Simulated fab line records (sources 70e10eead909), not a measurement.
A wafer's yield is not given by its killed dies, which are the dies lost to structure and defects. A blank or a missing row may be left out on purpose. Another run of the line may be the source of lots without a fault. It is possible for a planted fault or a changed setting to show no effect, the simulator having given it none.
Which tool did it? + flow nand_harc + Sampling: 12 lots, 36 wafers, 5 of 1302 route steps

## WHAT EACH GAUGE READ, for each wafer
NHARC_A_ONON_D1_THK_MEAS_30: measures by ellipsometry.
| lot  | measured     | on            | thk_nm (nm)    |
|------|--------------|---------------|----------------|
| L598 | day 8 06:58  | film_metro-01 | 995 994 993    |
| L600 | day 9 00:54  | film_metro-01 | 1002 1001 1001 |
| L601 | day 9 14:14  | film_metro-01 | 999 999 999    |
| L603 | day 10 08:28 | film_metro-02 | 987 988 989    |
| L604 | day 10 23:07 | film_metro-02 | 1005 1004 1001 |
| L613 | day 14 06:28 | film_metro-02 | 995 996 996    |
| L614 | day 15 05:58 | film_metro-02 | 1002 1001 1003 |
| L615 | day 15 10:58 | film_metro-02 | 1012 1013 1012 |
| L616 | day 15 22:53 | film_metro-02 | 1003 999 999   |
| L617 | day 16 06:03 | film_metro-01 | 1001 1001 1002 |
| L619 | day 17 06:00 | film_metro-01 | 996 993 997    |
| L620 | day 17 18:07 | film_metro-02 | 1010 1008 1005 |

NHARC_END_SORT_01.
| lot  | measured     | on        | killed_at_array | killed_at_other | killed_at_periphery | killed_dies | killed_open | killed_short |
|------|--------------|-----------|-----------------|-----------------|---------------------|-------------|-------------|--------------|
| L603 | day 27 07:38 | prober-01 | 670 52 63       | 3 1 3           | 4 1 2               | 677 54 68   | 7 4 3       | 6 2 4        |

## EACH LOT AND THE TOOL THAT RAN IT (in order: tool; ch and the chambers of the sampled wafers; start)
| lot  | NHARC_A_CHANNEL_HOLE_D1_ETCH_34    | NHARC_A_CHANNEL_HOLE_D1_ETCH_23  | NHARC_A_CHANNEL_HOLE_D1_ETCH_26  |
|------|------------------------------------|----------------------------------|----------------------------------|
| L598 | rie_diel-05 ch 1,2, day 8 12:23    | har_etch-01 ch 0,1, day 8 14:34  | har_etch-01 ch 0,1, day 8 18:29  |
| L600 | rie_diel-05 ch 0,1,3, day 9 06:19  | har_etch-02 ch 0,1, day 9 11:02  | har_etch-02 ch 0,1, day 9 13:13  |
| L601 | rie_diel-05 ch 0,1,2, day 9 18:17  | har_etch-01 ch 0, day 9 20:29    | har_etch-01 ch 0, day 9 22:48    |
| L603 | rie_diel-05 ch 1,2, day 10 12:23   | har_etch-01 ch 0,1, day 10 15:40 | har_etch-01 ch 0,1, day 10 17:55 |
| L604 | rie_diel-09 ch 0,2,3, day 11 03:00 | har_etch-01 ch 0,1, day 11 05:25 | har_etch-01 ch 0,1, day 11 07:35 |
| L613 | rie_diel-12 ch 1,2, day 14 10:31   | har_etch-02 ch 0, day 14 13:22   | har_etch-02 ch 0, day 14 15:38   |
| L614 | rie_diel-05 ch 1,2, day 15 09:49   | har_etch-01 ch 0,1, day 15 12:09 | har_etch-01 ch 0,1, day 15 14:29 |
| L615 | rie_diel-05 ch 0,2,3, day 15 19:15 | har_etch-01 ch 0,1, day 16 00:17 | har_etch-01 ch 0,1, day 16 02:38 |
| L616 | rie_diel-05 ch 1,2,3, day 16 03:02 | har_etch-01 ch 0,1, day 16 08:08 | har_etch-01 ch 0,1, day 16 10:29 |
| L617 | rie_diel-05 ch 2,3, day 16 10:34   | har_etch-02 ch 0,1, day 16 12:46 | har_etch-02 ch 0,1, day 16 15:06 |
| L619 | rie_diel-05 ch 0,1, day 17 11:29   | har_etch-02 ch 0,1, day 17 13:41 | har_etch-02 ch 0,1, day 17 16:01 |
| L620 | rie_diel-05 ch 1,2,3, day 17 22:34 | har_etch-01 ch 1, day 18 00:57   | har_etch-01 ch 1, day 18 03:11   |
- NHARC_A_CHANNEL_HOLE_D1_ETCH_34: etches the open film in CF4/CHF3, target depth 154 nm, time 77 s.
- NHARC_A_CHANNEL_HOLE_D1_ETCH_23: etches the open film in C4F8/O2/Ar, time 819 s, target depth 1600 nm.
- NHARC_A_CHANNEL_HOLE_D1_ETCH_26: etches the open film in C4F8/O2/Ar, time 224.1 s, target depth 300 nm.

## AS READ BY THE TOOLS THEMSELVES (means over the sampled wafers that have a number; for cases with no such wafer, the mark the record gives instead)
NHARC_A_CHANNEL_HOLE_D1_ETCH_34.
| lot  | tool        | drypump_motor_current_A (A) | oes_product_au (a.u.) | rf_fwd_power_W (W) | rf_vpp_V (V) | showerhead_plenum_p_Torr (Torr) | throttle_valve_pct (%) |
|------|-------------|-----------------------------|-----------------------|--------------------|--------------|---------------------------------|------------------------|
| L598 | rie_diel-05 | 5.8                         | 0.921                 | 495.7              | 368.8        | 1.50                            | 16.799                 |
| L600 | rie_diel-05 | 5.3                         | 0.966                 | 494.3              | 370.7        | 1.58                            | 16.799                 |
| L601 | rie_diel-05 | 5.7                         | 0.926                 | 497.1              | 368.9        | 1.55                            | 16.802                 |
| L603 | rie_diel-05 | 5.7                         | 0.885                 | 429.2              | 367.7        | 1.50                            | 16.799                 |
| L604 | rie_diel-09 | 6.1                         | 0.961                 | 495.1              | 372.4        | 1.64                            | 16.802                 |
| L613 | rie_diel-12 | 5.8                         | 0.970                 | 496.2              | 370.8        | 1.61                            | 16.803                 |
| L614 | rie_diel-05 | 6.0                         | 0.912                 | 496.0              | 368.3        | 1.49                            | 16.803                 |
| L615 | rie_diel-05 | 5.6                         | 0.918                 | 495.6              | 369.9        | 1.56                            | 16.799                 |
| L616 | rie_diel-05 | 5.7                         | 0.922                 | 496.0              | 368.5        | 1.52                            | 16.813                 |
| L617 | rie_diel-05 | 5.5                         | 0.917                 | 495.9              | 369.1        | 1.54                            | 16.798                 |
| L619 | rie_diel-05 | 5.4                         | 0.932                 | 494.1              | 368.6        | 1.55                            | 16.806                 |
| L620 | rie_diel-05 | 5.7                         | 0.921                 | 494.7              | 369.1        | 1.52                            | 16.804                 |

NHARC_A_CHANNEL_HOLE_D1_ETCH_23.
| lot  | tool        | drypump_motor_current_A (A) | oes_air_line_au (a.u.) | showerhead_plenum_p_Torr (Torr) | throttle_valve_pct (%) |
|------|-------------|-----------------------------|------------------------|---------------------------------|------------------------|
| L598 | har_etch-01 | 5.36                        | 0.998                  | 3.69                            | 32.153                 |
| L600 | har_etch-02 | 5.23                        | 1.020                  | 3.68                            | 32.154                 |
| L601 | har_etch-01 | 5.40                        | 1.030                  | 3.73                            | 32.149                 |
| L603 | har_etch-01 | 5.36                        | 1.032                  | 3.70                            | 32.160                 |
| L604 | har_etch-01 | 5.37                        | 1.021                  | 3.70                            | 32.155                 |
| L613 | har_etch-02 | 4.91                        | 0.990                  | 3.58                            | 32.149                 |
| L614 | har_etch-01 | 5.37                        | 0.995                  | 3.67                            | 32.146                 |
| L615 | har_etch-01 | 5.38                        | 0.987                  | 3.66                            | 32.154                 |
| L616 | har_etch-01 | 5.39                        | 0.988                  | 3.66                            | 32.157                 |
| L617 | har_etch-02 | 5.06                        | 0.995                  | 3.60                            | 32.162                 |
| L619 | har_etch-02 | 5.23                        | 0.983                  | 3.75                            | 32.150                 |
| L620 | har_etch-01 | 5.36                        | 0.986                  | 3.60                            | 32.151                 |

NHARC_A_CHANNEL_HOLE_D1_ETCH_26.
| lot  | tool        | drypump_motor_current_A (A) | oes_air_line_au (a.u.) | showerhead_plenum_p_Torr (Torr) | throttle_valve_pct (%) |
|------|-------------|-----------------------------|------------------------|---------------------------------|------------------------|
| L598 | har_etch-01 | 5.35                        | 0.990                  | 3.74                            | 24.583                 |
| L600 | har_etch-02 | 5.22                        | 1.010                  | 3.73                            | 24.581                 |
| L601 | har_etch-01 | 5.40                        | 1.015                  | 3.78                            | 24.583                 |
| L603 | har_etch-01 | 5.39                        | 0.981                  | 3.74                            | 24.580                 |
| L604 | har_etch-01 | 5.37                        | 1.010                  | 3.74                            | 24.583                 |
| L613 | har_etch-02 | 4.91                        | 1.018                  | 3.62                            | 24.591                 |
| L614 | har_etch-01 | 5.36                        | 0.987                  | 3.71                            | 24.585                 |
| L615 | har_etch-01 | 5.37                        | 1.018                  | 3.70                            | 24.582                 |
| L616 | har_etch-01 | 5.37                        | 1.013                  | 3.70                            | 24.592                 |
| L617 | har_etch-02 | 5.07                        | 0.989                  | 3.64                            | 24.577                 |
| L619 | har_etch-02 | 5.21                        | 0.999                  | 3.80                            | 24.589                 |
| L620 | har_etch-01 | 5.35                        | 1.032                  | 3.64                            | 24.584                 |

## THE ANSWER, worked out from the rows above alone
Rule: usual is defined by the lots themselves. Put in order of their means at a reading, lots are off if they are a third of the lots or fewer, leave a main group of 4 or more, and stand apart from it by a gap of 3 or more times the standard deviation of the main group's means; of several such gaps the widest counts. A main group whose means are all the same, to the digits that the tables above print for the reading, isn't used. A lot without any number at a reading at which 4 lots or more have one is off too. All remaining lots with rows at the step are treated as sound. The gauges are gone through in route order, then the tools' own readings, and for those a lot's mean is taken as printed above. The first step at which some lot is off is used, and at that step the reading that is off furthest; a lot without a number counts as furthest.
Off at NHARC_A_CHANNEL_HOLE_D1_ETCH_34 (rf_fwd_power_W): L603. Main group: mean 495.5 W, sd 0.85.
If a tool, at that step or one of the process steps before it, ran each lot that is off and ran no sound lot following the first of them, it fits. Not one of the candidates tried fits.

## WHAT THE SIMULATOR HAD PUT IN
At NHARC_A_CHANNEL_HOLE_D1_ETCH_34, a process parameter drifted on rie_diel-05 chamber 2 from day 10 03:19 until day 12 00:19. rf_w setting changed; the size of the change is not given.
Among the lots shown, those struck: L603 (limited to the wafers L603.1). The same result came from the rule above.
